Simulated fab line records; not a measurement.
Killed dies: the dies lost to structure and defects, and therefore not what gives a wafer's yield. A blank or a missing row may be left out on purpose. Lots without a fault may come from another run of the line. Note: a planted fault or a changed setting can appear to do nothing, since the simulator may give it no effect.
Chamber matching / flow n5 finfet / N5_MOL_CONTACT_COAG_DESCUM_88 on rie diel-01 has 4 sister chambers
The step chemistry O2, time 7 s. 24 wafers are shown with their chamber, then 12 later ones without.

## WAFERS, EACH WITH ITS CHAMBER
wafer=L074.2; chamber=0; showerhead plenum p Torr (Torr)=2.06; drypump motor current A (A)=5.5; oes product au (a.u.)=0.69
wafer=L074.3; chamber=1; showerhead plenum p Torr (Torr)=2.16; drypump motor current A (A)=5.3; oes product au (a.u.)=0.70
wafer=L074.5; chamber=0; showerhead plenum p Torr (Torr)=2.06; drypump motor current A (A)=5.5; oes product au (a.u.)=0.68
wafer=L075.1; chamber=0; showerhead plenum p Torr (Torr)=2.06; drypump motor current A (A)=5.5; oes product au (a.u.)=0.68
wafer=L075.2; chamber=2; showerhead plenum p Torr (Torr)=1.98; drypump motor current A (A)=6.0; oes product au (a.u.)=0.70
wafer=L075.6; chamber=0; showerhead plenum p Torr (Torr)=2.06; drypump motor current A (A)=5.5; oes product au (a.u.)=0.68
wafer=L080.2; chamber=2; showerhead plenum p Torr (Torr)=1.97; drypump motor current A (A)=6.0; oes product au (a.u.)=0.70
wafer=L080.5; chamber=3; showerhead plenum p Torr (Torr)=2.14; drypump motor current A (A)=4.9; oes product au (a.u.)=0.95
wafer=L080.6; chamber=1; showerhead plenum p Torr (Torr)=2.15; drypump motor current A (A)=5.3; oes product au (a.u.)=0.69
wafer=L081.1; chamber=1; showerhead plenum p Torr (Torr)=2.15; drypump motor current A (A)=5.2; oes product au (a.u.)=0.70
wafer=L081.3; chamber=2; showerhead plenum p Torr (Torr)=1.97; drypump motor current A (A)=6.0; oes product au (a.u.)=0.69
wafer=L081.6; chamber=3; showerhead plenum p Torr (Torr)=2.14; drypump motor current A (A)=4.9; oes product au (a.u.)=0.95
wafer=L082.2; chamber=3; showerhead plenum p Torr (Torr)=2.14; drypump motor current A (A)=4.9; oes product au (a.u.)=0.94
wafer=L082.4; chamber=1; showerhead plenum p Torr (Torr)=2.15; drypump motor current A (A)=5.2; oes product au (a.u.)=0.70
wafer=L082.5; chamber=1; showerhead plenum p Torr (Torr)=2.15; drypump motor current A (A)=5.2; oes product au (a.u.)=0.69
wafer=L083.1; chamber=2; showerhead plenum p Torr (Torr)=1.97; drypump motor current A (A)=6.0; oes product au (a.u.)=0.69
wafer=L083.4; chamber=2; showerhead plenum p Torr (Torr)=1.97; drypump motor current A (A)=6.0; oes product au (a.u.)=0.70
wafer=L083.5; chamber=3; showerhead plenum p Torr (Torr)=2.14; drypump motor current A (A)=5.0; oes product au (a.u.)=0.93
wafer=L085.1; chamber=2; showerhead plenum p Torr (Torr)=1.97; drypump motor current A (A)=5.9; oes product au (a.u.)=0.68
wafer=L085.4; chamber=0; showerhead plenum p Torr (Torr)=2.05; drypump motor current A (A)=5.5; oes product au (a.u.)=0.92
wafer=L085.5; chamber=2; showerhead plenum p Torr (Torr)=1.97; drypump motor current A (A)=5.9; oes product au (a.u.)=0.68
wafer=L087.1; chamber=0; showerhead plenum p Torr (Torr)=2.05; drypump motor current A (A)=5.5; oes product au (a.u.)=0.90
wafer=L087.5; chamber=2; showerhead plenum p Torr (Torr)=1.97; drypump motor current A (A)=5.9; oes product au (a.u.)=0.68
wafer=L087.6; chamber=3; showerhead plenum p Torr (Torr)=2.14; drypump motor current A (A)=4.9; oes product au (a.u.)=0.92

SIGNATURES, as means of the wafers listed above
reading=showerhead plenum p Torr; chamber 0=2.0567; chamber 1=2.1520; chamber 2=1.9712; chamber 3=2.1400; scatter within a chamber=0.00388
reading=drypump motor current A; chamber 0=5.500; chamber 1=5.240; chamber 2=5.963; chamber 3=4.920; scatter within a chamber=0.044
reading=oes product au; chamber 0=0.7583; chamber 1=0.6960; chamber 2=0.6900; chamber 3=0.9380; scatter within a chamber=0.0594
Rule: for each reading, subtract the chamber's mean from the wafer's reading, divide by that reading's scatter and square the result; add these up over the readings and take the root, which gives the wafer's distance from the chamber. If the next closest chamber is less than 2 further off than the closest, the wafer can't be placed; otherwise it belongs to the closest. The scatter: the root of (the sum of the squares of (reading less its chamber's mean) over the shown wafers, divided by (wafers less chambers)).

## WAFERS WHOSE CHAMBER IS MISSING
wafer=L088.2; showerhead plenum p Torr (Torr)=1.97; drypump motor current A (A)=6.0; oes product au (a.u.)=0.67
wafer=L088.3; showerhead plenum p Torr (Torr)=2.15; drypump motor current A (A)=5.2; oes product au (a.u.)=0.95
wafer=L088.5; showerhead plenum p Torr (Torr)=2.15; drypump motor current A (A)=5.2; oes product au (a.u.)=0.95
wafer=L089.1; showerhead plenum p Torr (Torr)=2.05; drypump motor current A (A)=5.5; oes product au (a.u.)=0.91
wafer=L089.3; showerhead plenum p Torr (Torr)=2.14; drypump motor current A (A)=5.0; oes product au (a.u.)=0.91
wafer=L089.4; showerhead plenum p Torr (Torr)=1.96; drypump motor current A (A)=6.0; oes product au (a.u.)=0.68
wafer=L092.4; showerhead plenum p Torr (Torr)=2.05; drypump motor current A (A)=5.5; oes product au (a.u.)=0.89
wafer=L092.5; showerhead plenum p Torr (Torr)=2.14; drypump motor current A (A)=5.2; oes product au (a.u.)=0.92
wafer=L092.6; showerhead plenum p Torr (Torr)=2.05; drypump motor current A (A)=5.5; oes product au (a.u.)=0.89
wafer=L095.1; showerhead plenum p Torr (Torr)=2.13; drypump motor current A (A)=4.9; oes product au (a.u.)=0.89
wafer=L095.3; showerhead plenum p Torr (Torr)=2.14; drypump motor current A (A)=5.2; oes product au (a.u.)=0.91
wafer=L095.5; showerhead plenum p Torr (Torr)=2.05; drypump motor current A (A)=5.5; oes product au (a.u.)=0.89

## THE CHAMBER EACH PASSED THROUGH
wafer=L088.2; from the rows above=2; in truth=2
wafer=L088.3; from the rows above=1; in truth=1
wafer=L088.5; from the rows above=1; in truth=1
wafer=L089.1; from the rows above=0; in truth=0
wafer=L089.3; from the rows above=3; in truth=3
wafer=L089.4; from the rows above=2; in truth=2
wafer=L092.4; from the rows above=0; in truth=0
wafer=L092.5; from the rows above=can't be placed: 1 or 3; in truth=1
wafer=L092.6; from the rows above=0; in truth=0
wafer=L095.1; from the rows above=3; in truth=3
wafer=L095.3; from the rows above=can't be placed: 1 or 3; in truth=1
wafer=L095.5; from the rows above=0; in truth=0
Placed correctly: 10 of 12. Not placeable from these rows: 2 (in 2, the candidates include the true chamber). 0 placed wrongly.
